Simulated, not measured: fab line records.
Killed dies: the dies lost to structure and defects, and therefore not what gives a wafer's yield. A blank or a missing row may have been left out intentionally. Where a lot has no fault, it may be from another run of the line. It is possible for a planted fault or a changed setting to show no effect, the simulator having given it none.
fab line records	flow nand_harc
record lots=12	wafers=36	last_day=33
route steps=1302 shown A_M1@1182 END@1302
lots with no fault: from the same line, run without faults
start_h: hours from the record's opening day to when the first of the lot's shown wafers began	wait_h: how many hours have passed since the lot's step before this one	" the same as in the row above	L1.1+2: a row that stands for several wafers	- either no value or no given start	* or withheld: withheld	< > ~ a bound
route shown NAME@n: NAME is a module with steps in the file, n the number in the route of the first one	usual: mean/standard deviation taken from wafers without a fault	same: alike in all rows	chamber/n: place in a boat	sites: readings site by site	_std_site: how widely they spread, as a standard deviation	_edge_site: outer sites' mean less inner sites'	radius_mm: how far each site lies from the wafer's centre	mask NAME#n: copy n	behind: the most recent tool/chamber to have shaped the wafer	hold: why the lot went on hold/how many hours it stayed there/how the hold came to an end	device: transistor that didn't switch, given as n, p or np	end of line: at the end of the route, the tests of the same wafers	a step without rows: its recipe alone	killed: dies that structure and defects cost at the first sort, which is not the same as the wafer's yield	map: dies across one wafer; x = killed, . = not, _ = none there
set.NAME: the setting the step ran with; set.NAME@STEP: the setting that earlier step ran with	model.NAME: the simulator's own value behind a step, which no gauge read
one table for each step of the route and one row for each wafer, over a sample of lots
services: a tool's chamber out of use, with start hour (start_h, from the record's first day; less than 0 if before it), hours out, and reason
## steps
# step NHARC_A_M1_DESCUM_14
# recipe time_s=3	o2_flow_sccm=200	ar_flow_sccm=0	bias_power_w=0	chemistry=O2
# usual drypump_motor_current_A=5.8/0.55	oes_product_au=1.002/0.014	rf_vpp_V=57.7/0.82	showerhead_plenum_p_Torr=1.89/0.069	throttle_valve_pct=11.310/0.0087
# same bias_power_w=0
lot.wafer	tool	chamber	start_h	wait_h	drypump_motor_current_A	oes_product_au	rf_hours_counter_h	rf_vpp_V	showerhead_plenum_p_Torr	throttle_valve_pct
L280.1	rie_diel-09	1	527.29	0.1	5.2	1.014	1	57.5	1.98	11.311
L280.4	"	2	"	"	6.9	1.028	1	58.4	1.81	11.335
L280.2	"	3	"	"	6.1	1.021	1	57.0	1.90	11.302
L281.1	rie_diel-09	0	535.13	0.1	5.3	0.995	1	57.7	1.91	11.305
L281.4	"	1	"	"	5.2	1.003	1	57.7	1.98	11.315
L281.3	"	3	"	"	6.2	1.013	1	57.8	1.90	11.293
L282.3	rie_diel-11	3	543.58	0.1	5.5	1.025	6	55.9	1.82	11.294
L282.2	"	0	"	"	5.5	0.982	6	57.3	1.80	11.309
L282.4	"	1	"	"	5.9	0.987	6	57.6	1.93	11.307
L284.2	rie_diel-09	0	557.27	0.1	5.3	0.993	2	57.2	1.91	11.322
L284.3	"	3	"	"	6.2	1.015	2	57.6	1.90	11.296
L284.4	"	3	"	"	6.2	1.015	-	57.2	1.90	11.305
L285.3	rie_diel-09	0	581.41	0.1	5.2	0.996	2	57.1	1.91	11.317
L285.5	"	0	"	"	5.3	0.994	-	58.3	1.91	11.325
L285.6	"	1	"	"	5.2	1.013	-	60.0	1.98	11.312
L286.2	rie_diel-09	0	583.28	0.1	5.3	1.004	2	56.7	1.91	11.315
L286.1	"	1	"	"	5.2	1.007	2	57.9	1.98	11.319
L286.5	"	0	"	"	5.3	0.998	-	58.3	1.91	11.318
L287.3	rie_diel-12	3	603.96	0.1	6.1	1.019	10	56.7	1.80	11.297
L287.4	"	2	"	"	5.6	0.981	7	57.4	1.80	11.295
L287.5	"	3	"	"	6.2	1.007	-	59.0	1.80	11.307
L294.3	rie_diel-09	1	670.60	0.1	5.2	0.988	4	59.1	1.98	11.301
L294.4	"	0	"	"	5.3	0.984	4	56.3	1.91	11.312
L294.6	"	1	"	"	5.2	0.985	-	58.6	1.98	11.310
L296.1	rie_diel-12	3	695.85	0.1	6.2	1.017	3	57.1	1.80	11.305
L296.3	"	0	"	"	5.9	1.004	3	57.0	1.83	11.306
L296.2	"	2	"	"	5.6	0.979	3	58.4	1.80	11.320
L299.3	rie_diel-11	3	714.79	0.1	5.5	1.027	6	56.0	1.82	11.302
L299.2	"	2	"	"	6.0	0.993	6	58.6	1.99	11.309
L299.5	"	3	"	"	5.5	1.026	-	57.1	1.82	11.308
L301.3	rie_diel-09	3	731.06	0.1	6.2	1.018	1	58.0	1.89	11.313
L301.5	"	1	"	"	5.2	0.994	-	57.9	1.98	11.288
L301.6	"	2	"	"	6.9	0.997	-	56.3	1.81	11.315
L303.2	rie_diel-12	3	758.51	0.1	6.1	1.019	5	58.9	1.80	11.304
L303.4	"	0	"	"	5.9	1.004	6	58.5	1.83	11.314
L303.3	"	2	"	"	5.6	0.987	5	57.5	1.80	11.313
# step NHARC_A_M1_ECD_22
# recipe target_thk_a=4000	bath_temp_c=25	material=Cu
lot.wafer	tool	chamber	start_h	wait_h
L280.2+1+4	ecd_cu-02	0,1,1	528.65	-
L281.1+4+3	ecd_cu-02	1,1,0	536.52	-
L282.2+4+3	ecd_cu-01	1,0,1	545.01	-
L284.2+3+4	ecd_cu-02	1,1,0	558.69	-
L285.3+6+5	ecd_cu-01	1,0,1	582.93	-
L286.1+2+5	ecd_cu-01	1,0,1	584.69	-
L287.4+3+5	ecd_cu-01	0,1,1	605.44	-
L294.4+3+6	ecd_cu-02	1,0,1	672.08	-
L296.2+1+3	ecd_cu-02	1,0,1	697.23	-
L299.2+3+5	ecd_cu-01	1,0,0	716.22	-
L301.3+6+5	ecd_cu-01	1,1,0	732.58	-
L303.2+3+4	ecd_cu-01	0,1,0	759.94	-
# step NHARC_A_M1_ANNEAL_31
# recipe temp_c=225	time_s=90
# usual wafer_temp_C_max=225.87/0.24
lot.wafer	tool	chamber	start_h	wait_h	wafer_temp_C_max
L280.1	rtp_anneal-02	0	529.04	0.3	225.74
L280.2	"	0	"	"	225.68
L280.4	"	0	"	"	225.80
L281.1	rtp_anneal-02	0	537.07	-	226.09
L281.3	"	0	"	"	225.73
L281.4	"	0	"	"	226.08
L282.2	rtp_anneal-01	0	545.40	0.3	225.39
L282.3	"	0	"	"	226.34
L282.4	"	0	"	"	225.56
L284.2	rtp_anneal-01	0	559.24	0.5	226.03
L284.3	"	0	"	"	226.00
L284.4	"	0	"	"	225.64
L285.3	rtp_anneal-02	0	583.26	0.3	225.66
L285.5	"	0	"	"	225.66
L285.6	"	0	"	"	226.06
L286.1	rtp_anneal-01	0	585.07	-	226.18
L286.2	"	0	"	"	225.78
L286.5	"	0	"	"	226.15
L287.3	rtp_anneal-02	0	605.83	0.3	226.10
L287.4	"	0	"	"	226.09
L287.5	"	0	"	"	225.72
L294.3	rtp_anneal-02	0	672.46	-	225.62
L294.4	"	0	"	"	225.83
L294.6	"	0	"	"	226.15
L296.1	rtp_anneal-02	0	697.64	0.3	225.76
L296.2	"	0	"	"	225.61
L296.3	"	0	"	"	225.85
L299.2	rtp_anneal-02	0	716.60	-	225.81
L299.3	"	0	"	"	226.12
L299.5	"	0	"	"	225.30
L301.3	rtp_anneal-01	0	732.96	-	226.10
L301.5	"	0	"	"	226.20
L301.6	"	0	"	"	226.04
L303.2	rtp_anneal-02	0	760.32	-	225.67
L303.3	"	0	"	"	225.68
L303.4	"	0	"	"	225.79
# step NHARC_A_M1_CMP_23
# recipe t_overpolish_s=20	target_thk_nm=154.34
# usual motor_current_A=11.8/1.1	time_to_endpoint_s=30/3.9
lot.wafer	tool	chamber	start_h	wait_h	motor_current_A	time_to_endpoint_s
L280.2	cmp-03	3	529.38	-	9.9	30
L280.1	"	0	"	"	11.5	30
L280.4	"	2	"	"	11.7	23
L281.3	cmp-04	0	537.42	-	12.2	28
L281.4	"	2	"	"	13.6	33
L281.1	"	3	"	"	12.3	25
L282.2	cmp-04	2	545.69	-	13.0	32
L282.4	"	3	"	"	12.1	26
L282.3	"	0	"	"	12.0	29
L284.2	cmp-04	0	559.56	-	11.7	29
L284.3	"	1	"	"	12.9	29
L284.4	"	2	"	"	13.8	34
L285.3	cmp-04	0	583.51	-	11.7	25
L285.5	"	0	"	"	12.2	27
L285.6	"	1	"	"	13.4	26
L286.2	cmp-04	0	585.42	-	11.6	26
L286.1	"	1	"	"	13.0	28
L286.5	"	1	"	"	12.9	29
L287.3	cmp-03	2	606.10	-	11.8	21
L287.4	"	3	"	"	10.4	30
L287.5	"	2	"	"	11.8	22
L294.3	cmp-03	0	672.70	-	11.2	51
L294.4	"	2	"	"	11.3	21
L294.6	"	0	"	"	10.9	31
L296.3	cmp-03	0	697.99	-	11.2	33
L296.1	"	1	"	"	11.6	56
L296.2	"	2	"	"	12.0	23
L299.2	cmp-04	2	716.89	-	14.5	32
L299.3	"	1	"	"	12.6	25
L299.5	"	2	"	"	13.5	29
L301.3	cmp-04	0	733.21	-	12.2	30
L301.5	"	0	"	"	11.7	28
L301.6	"	1	"	"	12.4	27
L303.4	cmp-04	0	760.61	-	11.8	24
L303.2	"	2	"	"	14.3	32
L303.3	"	3	"	"	12.1	24
# step NHARC_A_M1_PRE_CLEAN_32
# recipe time_s=12	temp_c=370	rf_power_w=300	gas=NH3
# usual heater_power_w=642/79
lot.wafer	tool	chamber	start_h	wait_h	heater_power_w	since_wet_clean_h
L280.1	pecvd-03	0	529.92	0.1	577	150
L280.2	"	1	"	"	819	150
L280.4	"	1	"	"	788	-
L281.1	pecvd-03	1	537.97	0.1	729	158
L281.3	"	0	"	"	625	158
L281.4	"	0	"	"	618	-
L282.3	pecvd-01	0	546.23	0.1	603	39
L282.2	"	1	"	"	520	39
L282.4	"	2	"	"	639	-
L284.2	pecvd-04	2	560.08	0.1	593	97
L284.3	"	0	"	"	807	97
L284.4	"	1	"	"	741	-
L285.3	pecvd-01	1	584.06	0.1	533	77
L285.6	"	0	"	"	581	-
L285.5	"	2	"	"	654	-
L286.2	pecvd-03	2	585.97	0.1	572	25
L286.1	"	0	"	"	612	25
L286.5	"	0	"	"	602	-
L287.3	pecvd-04	0	606.61	0.1	678	144
L287.4	"	0	"	"	695	-
L287.5	"	2	"	"	595	-
L294.3	pecvd-01	2	673.25	0.1	709	166
L294.6	"	2	"	"	709	-
L294.4	"	0	"	"	622	-
L296.3	pecvd-03	0	698.53	0.1	570	138
L296.1	"	1	"	"	669	138
L296.2	"	2	"	"	652	138
L299.2	pecvd-03	2	717.44	0.1	569	157
L299.3	"	0	"	"	607	157
L299.5	"	2	"	"	585	-
L301.3	pecvd-01	0	733.77	0.1	549	45
L301.6	"	2	"	"	699	-
L301.5	"	0	"	"	560	-
L303.2	pecvd-04	0	761.17	0.1	842	117
L303.3	"	1	"	"	715	117
L303.4	"	2	"	"	588	-
# step NHARC_END_SORT_01
# recipe temp_c=25
# usual defect_limited_yield=91/3.2	killed_at_array=55/22	killed_at_other=0.9/1.2	killed_at_periphery=3.6/2.3	killed_dies=60/22	killed_open=3.2/1.9	killed_short=2.5/1.6
# same gross_dies=677
lot.wafer	tool	chamber	start_h	wait_h	defect_limited_yield[%]	killed_at_array	killed_at_other	killed_at_periphery	killed_dies	killed_open	killed_short
L280.1	prober-01	0	562.04	2.5	92	51	0	1	52	0	2
L280.2	prober-01	0	562.84	2.8	91	57	1	0	58	1	2
L280.4	prober-01	0	564.42	3.4	92	51	0	2	53	1	3
L281.1	prober-02	0	570.00	2.5	94	36	0	5	41	4	3
L281.3	prober-02	0	571.61	3.1	95	26	1	5	32	3	2
L281.4	prober-02	0	572.42	3.4	93	43	0	4	47	3	3
L282.2	prober-01	0	579.69	2.8	94	35	0	4	39	4	2
L282.3	prober-01	0	580.49	3.1	93	40	0	6	46	4	1
L282.4	prober-01	0	581.28	3.4	92	46	0	7	53	2	3
L284.2	prober-02	0	590.07	2.8	86	96	0	2	98	2	3
L284.3	prober-02	0	590.88	3.1	87	83	0	3	86	2	2
L284.4	prober-02	0	591.68	3.4	88	77	0	3	80	3	2
L286.1	prober-01	0	615.90	2.5	96	24	0	3	27	5	0
L286.2	prober-01	0	616.72	2.8	96	21	0	4	25	2	2
L286.5	prober-01	0	619.15	3.7	97	21	0	2	23	2	3
L285.3	prober-02	0	617.55	3.1	88	77	2	3	82	2	1
L285.5	prober-02	0	619.11	3.6	87	85	1	0	86	2	2
L285.6	prober-02	0	619.90	3.9	87	82	1	2	85	4	5
L287.3	prober-01	0	649.30	3.1	89	70	2	3	75	3	3
L287.4	prober-01	0	650.11	3.4	91	60	1	1	62	1	1
L287.5	prober-01	0	650.91	3.7	89	71	1	3	75	3	1
L294.3	prober-01	0	704.92	3.1	93	46	0	1	47	1	2
L294.4	prober-01	0	705.72	3.4	94	42	0	1	43	4	1
L294.6	prober-01	0	707.32	4.0	94	37	0	3	40	2	1
L296.1	prober-01	0	734.01	2.5	87	82	1	4	87	4	3
L296.2	prober-01	0	734.83	2.8	92	54	2	1	57	0	2
L296.3	prober-01	0	735.64	3.1	89	69	1	4	74	4	4
L299.2	prober-01	0	750.03	2.8	88	78	2	2	82	6	6
L299.3	prober-01	0	750.83	3.1	89	68	1	3	72	2	2
L299.5	prober-01	0	752.45	3.7	87	82	1	7	90	8	4
L301.3	prober-01	0	773.40	3.1	94	33	1	5	39	4	4
L301.5	prober-01	0	775.01	3.7	93	42	1	6	49	9	5
L301.6	prober-01	0	775.82	4.0	95	24	5	4	33	4	2
L303.2	prober-01	0	794.71	2.8	93	45	0	3	48	1	3
L303.3	prober-01	0	795.51	3.1	94	39	0	3	42	0	2
L303.4	prober-01	0	796.30	3.4	94	41	1	2	44	2	2
# killed by level:class
L280.1 A_CHANNEL_HOLE_D2:chamber_film_flake=38 A_CONTACT:chamber_film_flake=4 A_DECK1_JOINT:chamber_film_flake=3 A_ONON_D2:geometric_particle:short=2 A_STAIRCASE:chamber_film_flake=2 P_M0:chamber_film_flake=1 A_SLIT:chamber_film_flake=1 A_WL_FILL:chamber_film_flake=1
L280.2 A_CHANNEL_HOLE_D2:chamber_film_flake=39 A_CONTACT:chamber_film_flake=7 A_DECK1_JOINT:chamber_film_flake=3 A_STAIRCASE:chamber_film_flake=3 A_SLIT:chamber_film_flake=3 A_CHANNEL_FILL_D1:geometric_particle:open=1 A_WL_FILL:geometric_particle:short=1 STARTING-WAFER:geometric_particle:short=1
L280.4 A_CHANNEL_HOLE_D2:chamber_film_flake=34 A_CONTACT:chamber_film_flake=5 A_WL_FILL:chamber_film_flake=3 A_CHANNEL_HOLE_D1:chamber_film_flake=2 A_STAIRCASE:chamber_film_flake=2 A_SLIT:chamber_film_flake=2 P_STI:geometric_particle:short=1 P_CONTACT:geometric_particle:short=1
L281.1 A_SLIT:chamber_film_flake=13 A_CHANNEL_HOLE_D2:chamber_film_flake=10 A_CONTACT:chamber_film_flake=4 A_ZERO_WELL:chamber_film_flake=2 A_WL_FILL:chamber_film_flake=2 P_M0:geometric_particle:short=1 P_M0:geometric_particle:open=1 P_M2:geometric_particle:open=1
L281.3 A_SLIT:chamber_film_flake=14 A_CHANNEL_HOLE_D2:chamber_film_flake=3 P_M1:chamber_film_flake=2 A_CONTACT:chamber_film_flake=2 P_M2:geometric_particle:open=1 A_SOURCE_PLATE:geometric_particle:short=1 A_ONON_D1:geometric_particle:short=1 A_CHANNEL_FILL_D1:geometric_particle:open=1
L281.4 A_SLIT:chamber_film_flake=24 A_CHANNEL_HOLE_D2:chamber_film_flake=7 A_CONTACT:chamber_film_flake=4 A_WL_FILL:chamber_film_flake=2 P_STI:geometric_particle:open=1 P_STI:geometric_particle:short=1 A_SOURCE_PLATE:geometric_particle:short=1 A_ONON_D1:geometric_particle:open=1
L282.2 A_SLIT:chamber_film_flake=12 A_CHANNEL_HOLE_D2:chamber_film_flake=6 A_ZERO_WELL:chamber_film_flake=5 A_CONTACT:chamber_film_flake=4 P_M0:geometric_particle:open=1 P_M1:geometric_particle:open=1 A_CHANNEL_FILL_D1:geometric_particle:short=1 A_CHANNEL_FILL_D2:geometric_particle:open=1
L282.3 A_SLIT:chamber_film_flake=19 A_CHANNEL_HOLE_D2:chamber_film_flake=8 A_CONTACT:chamber_film_flake=3 P_ZERO_WELL:chamber_film_flake=2 P_BONDPAD:chamber_film_flake=2 A_CHANNEL_HOLE_D1:chamber_film_flake=2 P_CONTACT:geometric_particle:short=1 A_ONON_D1:geometric_particle:open=1
L282.4 A_SLIT:chamber_film_flake=25 A_CONTACT:chamber_film_flake=6 A_CHANNEL_HOLE_D2:chamber_film_flake=5 P_BONDPAD:chamber_film_flake=2 A_ZERO_WELL:chamber_film_flake=2 A_CHANNEL_HOLE_D1:chamber_film_flake=2 A_CHANNEL_FILL_D1:chamber_film_flake=2 P_STI:geometric_particle:short=1
L284.2 A_CHANNEL_HOLE_D1:chamber_film_flake=33 A_SLIT:chamber_film_flake=26 A_CHANNEL_HOLE_D2:chamber_film_flake=25 A_WL_FILL:geometric_particle:short=3 A_CHANNEL_FILL_D1:chamber_film_flake=3 A_WL_FILL:chamber_film_flake=2 A_CONTACT:chamber_film_flake=2 A_CHANNEL_HOLE_D1:geometric_particle:open=1
L284.3 A_CHANNEL_HOLE_D1:chamber_film_flake=26 A_SLIT:chamber_film_flake=25 A_CHANNEL_HOLE_D2:chamber_film_flake=20 A_CONTACT:chamber_film_flake=7 P_CONTACT:geometric_particle:short=1 P_M1:geometric_particle:open=1 A_SOURCE_PLATE:geometric_particle:open=1 A_WL_FILL:geometric_particle:short=1
L284.4 A_CHANNEL_HOLE_D2:chamber_film_flake=27 A_CHANNEL_HOLE_D1:chamber_film_flake=26 A_SLIT:chamber_film_flake=17 A_CONTACT:chamber_film_flake=2 P_M0:geometric_particle:open=1 A_DECK1_JOINT:geometric_particle:short=1 A_SGD_CUT:geometric_particle:open=1 A_WL_FILL:geometric_particle:short=1
L286.1 A_CHANNEL_HOLE_D2:chamber_film_flake=9 A_WL_FILL:chamber_film_flake=3 A_CONTACT:chamber_film_flake=3 A_WL_FILL:geometric_particle:open=2 A_CHANNEL_HOLE_D1:chamber_film_flake=2 A_SLIT:chamber_film_flake=2 P_CONTACT:geometric_particle:open=1 A_ONON_D1:geometric_particle:open=1
L286.2 A_CHANNEL_HOLE_D2:chamber_film_flake=10 P_ZERO_WELL:chamber_film_flake=4 A_WL_FILL:chamber_film_flake=4 A_ONON_D1:geometric_particle:open=1 A_CHANNEL_HOLE_D1:geometric_particle:open=1 A_ONON_D2:geometric_particle:short=1 A_WL_FILL:geometric_particle:short=1 A_CHANNEL_HOLE_D1:chamber_film_flake=1
L285.3 A_CHANNEL_HOLE_D2:chamber_film_flake=27 A_CHANNEL_HOLE_D1:chamber_film_flake=18 A_SLIT:chamber_film_flake=17 A_CONTACT:chamber_film_flake=10 P_M0:chamber_film_flake=2 A_SGD_CUT:chamber_film_flake=2 THIN_TSV:chamber_film_flake=2 A_ONON_D1:geometric_particle:open=1
L285.5 A_CHANNEL_HOLE_D1:chamber_film_flake=25 A_CHANNEL_HOLE_D2:chamber_film_flake=25 A_SLIT:chamber_film_flake=17 A_CONTACT:chamber_film_flake=10 A_WL_FILL:geometric_particle:short=2 A_SGD_CUT:chamber_film_flake=2 A_ONON_D1:geometric_particle:open=1 A_WL_FILL:geometric_particle:open=1
L286.5 A_CHANNEL_FILL_D1:chamber_film_flake=5 A_CHANNEL_HOLE_D2:chamber_film_flake=5 A_ONON_D2:geometric_particle:short=3 A_CONTACT:chamber_film_flake=3 A_CHANNEL_HOLE_D1:chamber_film_flake=2 A_ONON_D1:geometric_particle:open=1 A_M0:geometric_particle:open=1 P_ZERO_WELL:chamber_film_flake=1
L285.6 A_CHANNEL_HOLE_D2:chamber_film_flake=22 A_SLIT:chamber_film_flake=21 A_CHANNEL_HOLE_D1:chamber_film_flake=20 A_CONTACT:chamber_film_flake=7 A_SGD_CUT:chamber_film_flake=3 A_SOURCE_PLATE:geometric_particle:short=2 A_ONON_D2:geometric_particle:open=2 A_SGD_CUT:geometric_particle:short=2
L287.3 A_CHANNEL_HOLE_D1:chamber_film_flake=28 A_CHANNEL_HOLE_D2:chamber_film_flake=22 A_DECK1_JOINT:chamber_film_flake=4 A_CONTACT:chamber_film_flake=3 A_BONDPAD:chamber_film_flake=3 P_ZERO_WELL:chamber_film_flake=2 A_STAIRCASE:chamber_film_flake=2 THIN_TSV:chamber_film_flake=2
L287.4 A_CHANNEL_HOLE_D1:chamber_film_flake=24 A_CHANNEL_HOLE_D2:chamber_film_flake=22 A_STAIRCASE:chamber_film_flake=3 A_WL_FILL:chamber_film_flake=3 A_CONTACT:chamber_film_flake=3 A_M0:chamber_film_flake=2 P_CONTACT:geometric_particle:open=1 A_DECK1_JOINT:geometric_particle:short=1
L287.5 A_CHANNEL_HOLE_D2:chamber_film_flake=33 A_CHANNEL_HOLE_D1:chamber_film_flake=28 A_CONTACT:chamber_film_flake=3 P_ZERO_WELL:chamber_film_flake=2 A_STAIRCASE:chamber_film_flake=2 A_BONDPAD:chamber_film_flake=2 P_M1:geometric_particle:open=1 A_SGD_CUT:geometric_particle:open=1
L294.3 A_CHANNEL_HOLE_D2:chamber_film_flake=17 A_CHANNEL_HOLE_D1:chamber_film_flake=8 A_SLIT:chamber_film_flake=5 A_CONTACT:chamber_film_flake=5 A_STAIRCASE:chamber_film_flake=4 A_ZERO_WELL:chamber_film_flake=2 A_BLC:chamber_film_flake=2 A_ONON_D1:geometric_particle:open=1
L294.4 A_CHANNEL_HOLE_D2:chamber_film_flake=18 A_CHANNEL_HOLE_D1:chamber_film_flake=6 A_SLIT:chamber_film_flake=4 A_STAIRCASE:chamber_film_flake=3 A_ZERO_WELL:chamber_film_flake=2 A_CONTACT:chamber_film_flake=2 P_M0:geometric_particle:open=1 A_SOURCE_PLATE:geometric_particle:open=1
L294.6 A_CHANNEL_HOLE_D2:chamber_film_flake=22 A_CHANNEL_HOLE_D1:chamber_film_flake=7 A_STAIRCASE:chamber_film_flake=2 A_SLIT:chamber_film_flake=2 A_ONON_D1:geometric_particle:short=1 A_CHANNEL_FILL_D1:geometric_particle:open=1 A_M0:geometric_particle:open=1 P_ZERO_WELL:chamber_film_flake=1
L296.1 A_SLIT:chamber_film_flake=25 A_CHANNEL_HOLE_D2:chamber_film_flake=18 A_CHANNEL_HOLE_D1:chamber_film_flake=13 A_CONTACT:chamber_film_flake=8 A_STAIRCASE:chamber_film_flake=6 A_WL_FILL:chamber_film_flake=5 P_M0:geometric_particle:open=2 P_STI:chamber_film_flake=2
L296.2 A_CHANNEL_HOLE_D1:chamber_film_flake=14 A_SLIT:chamber_film_flake=14 A_CHANNEL_HOLE_D2:chamber_film_flake=8 A_CONTACT:chamber_film_flake=7 A_ZERO_WELL:chamber_film_flake=4 A_STAIRCASE:chamber_film_flake=3 A_WL_FILL:chamber_film_flake=3 THIN_TSV:chamber_film_flake=2
L296.3 A_SLIT:chamber_film_flake=29 A_CHANNEL_HOLE_D2:chamber_film_flake=15 A_CONTACT:chamber_film_flake=7 A_CHANNEL_HOLE_D1:chamber_film_flake=6 A_STAIRCASE:chamber_film_flake=3 P_CONTACT:geometric_particle:short=2 A_DECK1_JOINT:chamber_film_flake=2 A_WL_FILL:chamber_film_flake=2
L299.2 A_CHANNEL_HOLE_D1:chamber_film_flake=30 A_CHANNEL_HOLE_D2:chamber_film_flake=26 A_CONTACT:chamber_film_flake=5 A_SLIT:chamber_film_flake=4 A_ONON_D1:geometric_particle:short=2 A_M0:geometric_particle:open=2 P_M0:geometric_particle:open=1 A_CHANNEL_FILL_D1:geometric_particle:open=1
L299.3 A_CHANNEL_HOLE_D1:chamber_film_flake=31 A_CHANNEL_HOLE_D2:chamber_film_flake=17 A_SLIT:chamber_film_flake=7 A_CONTACT:chamber_film_flake=5 P_M1:chamber_film_flake=2 A_CHANNEL_FILL_D2:chamber_film_flake=2 A_SOURCE_PLATE:geometric_particle:short=1 A_WL_FILL:geometric_particle:short=1
L299.5 A_CHANNEL_HOLE_D1:chamber_film_flake=41 A_CHANNEL_HOLE_D2:chamber_film_flake=17 A_CONTACT:chamber_film_flake=8 A_BLC:geometric_particle:open=4 P_ZERO_WELL:chamber_film_flake=4 A_CHANNEL_FILL_D2:geometric_particle:short=2 A_M0:geometric_particle:short=2 P_BONDPAD:chamber_film_flake=2
L301.3 A_CHANNEL_HOLE_D1:chamber_film_flake=12 A_CONTACT:chamber_film_flake=9 A_SLIT:chamber_film_flake=5 A_WL_FILL:geometric_particle:short=2 P_ZERO_WELL:chamber_film_flake=2 P_CONTACT:geometric_particle:open=1 P_M0:geometric_particle:open=1 P_M0:geometric_particle:short=1
L301.5 A_CHANNEL_HOLE_D1:chamber_film_flake=14 A_SLIT:chamber_film_flake=7 A_CONTACT:chamber_film_flake=4 A_CHANNEL_HOLE_D1:geometric_particle:open=3 A_CHANNEL_FILL_D2:geometric_particle:open=3 A_CHANNEL_FILL_D1:chamber_film_flake=3 P_GATE:chamber_film_flake=2 A_CHANNEL_HOLE_D2:chamber_film_flake=2
L301.6 A_CHANNEL_HOLE_D1:chamber_film_flake=8 A_SLIT:chamber_film_flake=4 THIN_TSV:chamber_film_flake=4 A_STAIRCASE:chamber_film_flake=3 A_CONTACT:chamber_film_flake=3 A_M0:geometric_particle:open=2 P_ZERO_WELL:chamber_film_flake=2 P_CONTACT:geometric_particle:open=1
L303.2 A_SLIT:chamber_film_flake=33 A_CONTACT:chamber_film_flake=5 P_CONTACT:geometric_particle:short=2 A_CHANNEL_HOLE_D1:chamber_film_flake=2 A_CHANNEL_HOLE_D1:geometric_particle:open=1 A_ONON_D2:geometric_particle:short=1 P_GATE:chamber_film_flake=1 A_DECK1_JOINT:chamber_film_flake=1
L303.3 A_SLIT:chamber_film_flake=21 A_CONTACT:chamber_film_flake=9 P_GATE:chamber_film_flake=2 A_CHANNEL_HOLE_D2:chamber_film_flake=2 A_WL_FILL:chamber_film_flake=2 A_ONON_D1:geometric_particle:short=1 A_ONON_D2:geometric_particle:short=1 P_CONTACT:chamber_film_flake=1
L303.4 A_SLIT:chamber_film_flake=25 A_CONTACT:chamber_film_flake=7 A_DECK1_JOINT:chamber_film_flake=2 A_CHANNEL_HOLE_D2:chamber_film_flake=2 P_M0:geometric_particle:open=1 A_CHANNEL_FILL_D1:geometric_particle:open=1 A_WL_FILL:geometric_particle:short=1 A_CONTACT:geometric_particle:short=1
## services
tool	chamber	start_h	hours	kind
ecd_cu-01	-	512.00	8.0	pm
ecd_cu-02	-	513.00	0.7	repair
pecvd-03	2	515.29	18.8	repair
pecvd-03	-	519.51	0.9	repair
ecd_cu-01	-	538.43	1.2	repair
rie_diel-09	1	544.25	19.4	repair
pecvd-03	-	547.62	13.0	pm
ecd_cu-01	-	548.69	4.2	repair
cmp-04	-	549.56	1.7	repair
cmp-04	-	562.40	0.7	repair
rie_diel-09	2	594.16	12.0	repair
cmp-04	-	601.07	4.0	pm
cmp-04	-	606.51	3.2	repair
ecd_cu-01	-	610.82	3.9	repair
ecd_cu-01	-	655.71	4.9	repair
ecd_cu-01	-	671.16	0.5	repair
rie_diel-09	-	674.10	9.0	pm
ecd_cu-01	-	688.00	8.0	pm
cmp-04	-	695.81	3.9	repair
rie_diel-09	0	712.94	4.1	repair
ecd_cu-01	-	724.24	0.9	repair
rtp_anneal-02	-	744.00	12.0	pm
ecd_cu-01	-	752.65	0.6	repair
ecd_cu-01	-	755.28	0.5	repair
## key
first_sign step=NHARC_A_M1_CMP_23	reading=time_to_endpoint_s	direction=up	sigmas=6	usual=*	struck=*
effect none on later readings
met_at NHARC_A_M1_ECD_22
struck_lots L294,L296
struck_wafers L294.3,L296.1
not_acting_at NHARC_A_M1_DESCUM_14,NHARC_A_M1_ANNEAL_31,NHARC_A_M1_PRE_CLEAN_32
onset_between 558.69 672.08
fault kind=process_parameter_drift	tool=ecd_cu-02	chamber=0	onset_h=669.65	steps=NHARC_A_M1_ECD_22	channel=target_thk_a	offset=*	shape=step	end_h=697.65	acts_in=*	stated=*
